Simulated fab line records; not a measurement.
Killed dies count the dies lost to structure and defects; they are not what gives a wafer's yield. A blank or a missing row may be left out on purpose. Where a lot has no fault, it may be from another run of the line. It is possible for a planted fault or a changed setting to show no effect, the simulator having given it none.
fab line records / flow n5_finfet
[record] lots = 6 wafers = 18 last_day = 18
route steps=1938 shown START@1 ZERO_LAYER@2
lots that met no fault: from a run of the same line without faults
start_h: hours from the record's opening day to when the first of the lot's shown wafers began / wait_h: hours elapsed since this lot's preceding step / " identical to the entry in the row above / L1.1+2: a row that stands for several wafers / - no value, or no start was given / * or withheld: withheld / < > ~ a bound
route shown NAME@n: NAME is a module with steps in the file, n the number in the route of the first one / usual: the fault-free wafers' mean and standard deviation / same: alike in all rows / chamber/n: place in a boat / sites: readings site by site / _std_site: their standard deviation / _edge_site: outer sites' mean less inner sites' / radius_mm: for every site, how far away it sits from the centre of the wafer / mask NAME#n: copy n / behind: the most recent tool/chamber to have shaped the wafer / hold: why the lot was held/for how many hours/how that ended / device: whichever transistor did not switch (one of n, p or np) / end of line: the same wafers' tests at the end of the route / a step with no rows: only its recipe / killed: dies lost to structure and defects at the first sort, not the wafer's yield / map: shows each die of a wafer: x if killed, . if not, _ if none is there
set.NAME: the setting that was run; set.NAME@STEP: the one run at that earlier step / model.NAME: the simulator's own value behind a step, which no gauge read
lots seen at some steps along the route; tables by step, rows by wafer
services: a tool's chamber out of use, with start hour (start_h, from the record's first day; less than 0 if before it), hours out, and reason
[[steps]]
[step N5_START_INSPECT_01]
[recipe] inspect_instrument = unpatterned_scan mode = incoming
[usual] raw_defect_count = 5.4/2.5
lot.wafer=L557.1 tool=defect_inspect-01 chamber=- start_h=42.03 wait_h=- raw_defect_count=3
lot.wafer=L557.3 tool=defect_inspect-01 chamber=- start_h=42.03 wait_h=- raw_defect_count=1
lot.wafer=L557.6 tool=defect_inspect-01 chamber=- start_h=42.03 wait_h=- raw_defect_count=7
lot.wafer=L562.1 tool=defect_inspect-02 chamber=- start_h=72.03 wait_h=- raw_defect_count=7
lot.wafer=L562.4 tool=defect_inspect-02 chamber=- start_h=72.03 wait_h=- raw_defect_count=4
lot.wafer=L562.5 tool=defect_inspect-02 chamber=- start_h=72.03 wait_h=- raw_defect_count=6
lot.wafer=L567.3 tool=defect_inspect-01 chamber=- start_h=102.03 wait_h=- raw_defect_count=10
lot.wafer=L567.4 tool=defect_inspect-01 chamber=- start_h=102.03 wait_h=- raw_defect_count=4
lot.wafer=L567.6 tool=defect_inspect-01 chamber=- start_h=102.03 wait_h=- raw_defect_count=7
lot.wafer=L568.1 tool=defect_inspect-02 chamber=- start_h=108.03 wait_h=- raw_defect_count=6
lot.wafer=L568.2 tool=defect_inspect-02 chamber=- start_h=108.03 wait_h=- raw_defect_count=7
lot.wafer=L568.4 tool=defect_inspect-02 chamber=- start_h=108.03 wait_h=- raw_defect_count=3
lot.wafer=L571.2 tool=defect_inspect-01 chamber=- start_h=126.03 wait_h=- raw_defect_count=8
lot.wafer=L571.4 tool=defect_inspect-01 chamber=- start_h=126.03 wait_h=- raw_defect_count=8
lot.wafer=L571.5 tool=defect_inspect-01 chamber=- start_h=126.03 wait_h=- raw_defect_count=2
lot.wafer=L574.1 tool=defect_inspect-01 chamber=- start_h=144.03 wait_h=- raw_defect_count=6
lot.wafer=L574.2 tool=defect_inspect-01 chamber=- start_h=144.03 wait_h=- raw_defect_count=1
lot.wafer=L574.6 tool=defect_inspect-01 chamber=- start_h=144.03 wait_h=- raw_defect_count=7
[step N5_ZERO_LAYER_PRECLEAN_00]
[recipe] chemistry = SPM time_s = 600 temp_c = 120 mix = 4:1
[step N5_ZERO_LAYER_SRD_01]
[recipe] time_s = 30 temp_c = 23 rinse_liquid = diw dry = n2_spin spin_rpm = 1500 dry_time_s = 30
[step N5_ZERO_LAYER_PECVD_02]
[recipe] material = SiO2 target_thk_a = 100 temp_c = 400 precursor = SiH4/N2O pressure_torr = 0.75 rf_w = 275 time_s = 6
[usual] heater_power_w = 779/99 showerhead_plenum_p_Torr = 8.13/0.092 susceptor_temp_C = 399.98/0.21
lot.wafer=L557.1 tool=pecvd-02 chamber=1 start_h=42.28 wait_h=0.0 heater_power_w=686 showerhead_plenum_p_Torr=8.02 susceptor_temp_C=399.96
lot.wafer=L557.3 tool=pecvd-02 chamber=1 start_h=42.28 wait_h=0.0 heater_power_w=673 showerhead_plenum_p_Torr=8.06 susceptor_temp_C=400.05
lot.wafer=L557.6 tool=pecvd-02 chamber=1 start_h=42.28 wait_h=0.0 heater_power_w=664 showerhead_plenum_p_Torr=8.01 susceptor_temp_C=400.20
lot.wafer=L562.1 tool=pecvd-01 chamber=2 start_h=72.28 wait_h=0.0 heater_power_w=775 showerhead_plenum_p_Torr=8.22 susceptor_temp_C=400.18
lot.wafer=L562.4 tool=pecvd-01 chamber=0 start_h=72.28 wait_h=0.0 heater_power_w=870 showerhead_plenum_p_Torr=8.08 susceptor_temp_C=400.16
lot.wafer=L562.5 tool=pecvd-01 chamber=1 start_h=72.28 wait_h=0.0 heater_power_w=697 showerhead_plenum_p_Torr=8.04 susceptor_temp_C=399.99
lot.wafer=L567.3 tool=pecvd-01 chamber=2 start_h=102.28 wait_h=0.0 heater_power_w=739 showerhead_plenum_p_Torr=8.23 susceptor_temp_C=400.40
lot.wafer=L567.4 tool=pecvd-01 chamber=0 start_h=102.28 wait_h=0.0 heater_power_w=785 showerhead_plenum_p_Torr=8.10 susceptor_temp_C=400.17
lot.wafer=L567.6 tool=pecvd-01 chamber=2 start_h=102.28 wait_h=0.0 heater_power_w=735 showerhead_plenum_p_Torr=8.21 susceptor_temp_C=400.42
lot.wafer=L568.1 tool=pecvd-04 chamber=1 start_h=108.28 wait_h=0.0 heater_power_w=671 showerhead_plenum_p_Torr=8.00 susceptor_temp_C=400.36
lot.wafer=L568.2 tool=pecvd-04 chamber=2 start_h=108.28 wait_h=0.0 heater_power_w=870 showerhead_plenum_p_Torr=8.25 susceptor_temp_C=399.87
lot.wafer=L568.4 tool=pecvd-04 chamber=1 start_h=108.28 wait_h=0.0 heater_power_w=662 showerhead_plenum_p_Torr=7.99 susceptor_temp_C=399.84
lot.wafer=L571.2 tool=pecvd-02 chamber=2 start_h=126.28 wait_h=0.0 heater_power_w=806 showerhead_plenum_p_Torr=8.23 susceptor_temp_C=400.37
lot.wafer=L571.4 tool=pecvd-02 chamber=2 start_h=126.28 wait_h=0.0 heater_power_w=812 showerhead_plenum_p_Torr=8.19 susceptor_temp_C=399.69
lot.wafer=L571.5 tool=pecvd-02 chamber=1 start_h=126.28 wait_h=0.0 heater_power_w=685 showerhead_plenum_p_Torr=8.04 susceptor_temp_C=399.92
lot.wafer=L574.1 tool=pecvd-01 chamber=2 start_h=144.28 wait_h=0.0 heater_power_w=763 showerhead_plenum_p_Torr=8.22 susceptor_temp_C=399.86
lot.wafer=L574.2 tool=pecvd-01 chamber=0 start_h=144.28 wait_h=0.0 heater_power_w=848 showerhead_plenum_p_Torr=8.07 susceptor_temp_C=399.86
lot.wafer=L574.6 tool=pecvd-01 chamber=0 start_h=144.28 wait_h=0.0 heater_power_w=882 showerhead_plenum_p_Torr=8.08 susceptor_temp_C=399.57
[step N5_ZERO_LAYER_HMDS_04]
[recipe] time_s = 60 temp_c = 120
[step N5_ZERO_LAYER_COAT_05]
[recipe] spin_rpm = 1500 resist_thk_nm = 1000
[step N5_ZERO_LAYER_EBR_07]
[recipe] solvent = PGMEA ebr_width_mm = 1.5
[step N5_ZERO_LAYER_SOFTBAKE_06]
[recipe] temp_c = 100 time_s = 90
[step N5_ZERO_LAYER_EXPOSE_08]
[recipe] mask_id = ZERO na = 0.55 source_shape = conventional sigma_outer = 0.8 polarization = unpolarized defocus_nm = 0 target_cd_nm = 2000 dose_mj = 16.2
[step N5_ZERO_LAYER_PEB_09]
[recipe] peb_temp_c = withheld peb_time_s = *
[usual] chill_plate_temp_C = * exhaust_pa = 44.9/0.87
lot.wafer=L557.1 tool=litho_track-04 chamber=0 start_h=42.67 wait_h=0.1 chill_plate_temp_C=* exhaust_pa=44.8
lot.wafer=L557.3 tool=litho_track-04 chamber=0 start_h=42.67 wait_h=0.1 chill_plate_temp_C=* exhaust_pa=44.1
lot.wafer=L557.6 tool=litho_track-04 chamber=0 start_h=42.67 wait_h=0.1 chill_plate_temp_C=* exhaust_pa=44.8
lot.wafer=L562.1 tool=litho_track-01 chamber=0 start_h=72.52 wait_h=0.1 chill_plate_temp_C=* exhaust_pa=44.9
lot.wafer=L562.4 tool=litho_track-01 chamber=0 start_h=72.52 wait_h=0.1 chill_plate_temp_C=* exhaust_pa=46.5
lot.wafer=L562.5 tool=litho_track-01 chamber=0 start_h=72.52 wait_h=0.1 chill_plate_temp_C=* exhaust_pa=46.7
lot.wafer=L567.3 tool=litho_track-04 chamber=- start_h=102.65 wait_h=0.0 chill_plate_temp_C=- exhaust_pa=-
lot.wafer=L567.4 tool=litho_track-04 chamber=- start_h=102.65 wait_h=0.0 chill_plate_temp_C=- exhaust_pa=-
lot.wafer=L567.6 tool=litho_track-04 chamber=- start_h=102.65 wait_h=0.0 chill_plate_temp_C=- exhaust_pa=-
lot.wafer=L568.1 tool=litho_track-04 chamber=- start_h=108.65 wait_h=0.1 chill_plate_temp_C=- exhaust_pa=-
lot.wafer=L568.2 tool=litho_track-04 chamber=- start_h=108.65 wait_h=0.1 chill_plate_temp_C=- exhaust_pa=-
lot.wafer=L568.4 tool=litho_track-04 chamber=- start_h=108.65 wait_h=0.1 chill_plate_temp_C=- exhaust_pa=-
lot.wafer=L571.2 tool=litho_track-01 chamber=0 start_h=126.65 wait_h=0.0 chill_plate_temp_C=* exhaust_pa=44.9
lot.wafer=L571.4 tool=litho_track-01 chamber=0 start_h=126.65 wait_h=0.0 chill_plate_temp_C=* exhaust_pa=46.0
lot.wafer=L571.5 tool=litho_track-01 chamber=0 start_h=126.65 wait_h=0.0 chill_plate_temp_C=* exhaust_pa=45.2
lot.wafer=L574.1 tool=litho_track-04 chamber=0 start_h=144.52 wait_h=0.1 chill_plate_temp_C=* exhaust_pa=43.4
lot.wafer=L574.2 tool=litho_track-04 chamber=0 start_h=144.52 wait_h=0.1 chill_plate_temp_C=* exhaust_pa=43.2
lot.wafer=L574.6 tool=litho_track-04 chamber=0 start_h=144.52 wait_h=0.1 chill_plate_temp_C=* exhaust_pa=44.6
[step N5_ZERO_LAYER_DEVELOP_10]
[recipe] develop_time_s = 60 rinse_liquid = diw dry = air_spin dev_temp_c = 21
[[services]]
tool=pecvd-04 chamber=2 start_h=21.12 hours=- kind=clean
tool=pecvd-04 chamber=2 start_h=21.12 hours=- kind=consumable_replace:showerhead
tool=pecvd-04 chamber=2 start_h=21.12 hours=29.0 kind=scheduled_down
tool=pecvd-04 chamber=2 start_h=21.12 hours=29.0 kind=vent_cycle
tool=pecvd-01 chamber=2 start_h=31.00 hours=5.0 kind=scheduled_down
tool=pecvd-04 chamber=- start_h=35.59 hours=0.3 kind=repair
tool=pecvd-01 chamber=2 start_h=38.28 hours=2.1 kind=scheduled_down
tool=pecvd-02 chamber=2 start_h=42.06 hours=5.5 kind=scheduled_down
tool=litho_track-04 chamber=- start_h=68.97 hours=- kind=consumable_replace:filter
tool=pecvd-04 chamber=- start_h=110.67 hours=40.2 kind=repair
tool=pecvd-01 chamber=- start_h=137.43 hours=2.8 kind=pm
[[key]]
[first_sign] step = N5_ZERO_LAYER_PEB_09 reading = tool_record direction = missing
effect none on later readings
met_at N5_ZERO_LAYER_PEB_09
struck_wafers L567.3,L567.4,L567.6,L568.1,L568.2,L568.4
later_rows_left_out L567.3,L567.4,L567.6,L568.1,L568.2,L568.4
sort_left_out L567.3,L567.4,L567.6,L568.1,L568.2,L568.4
onset_between 42.67 102.65
[fault] kind = skipped_step_whole tool = litho_track-04 chamber = - onset_h = 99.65 steps = N5_ZERO_LAYER_PEB_09 scope = struck_lots_only
// sort_left_out: the simulated sort isn't trusted on such a fault, so these wafers' sort isn't shown, and their yield isn't known
// later_rows_left_out: the simulator's readings of these wafers behind a module that went badly wrong aren't trusted and aren't shown, but for the sort
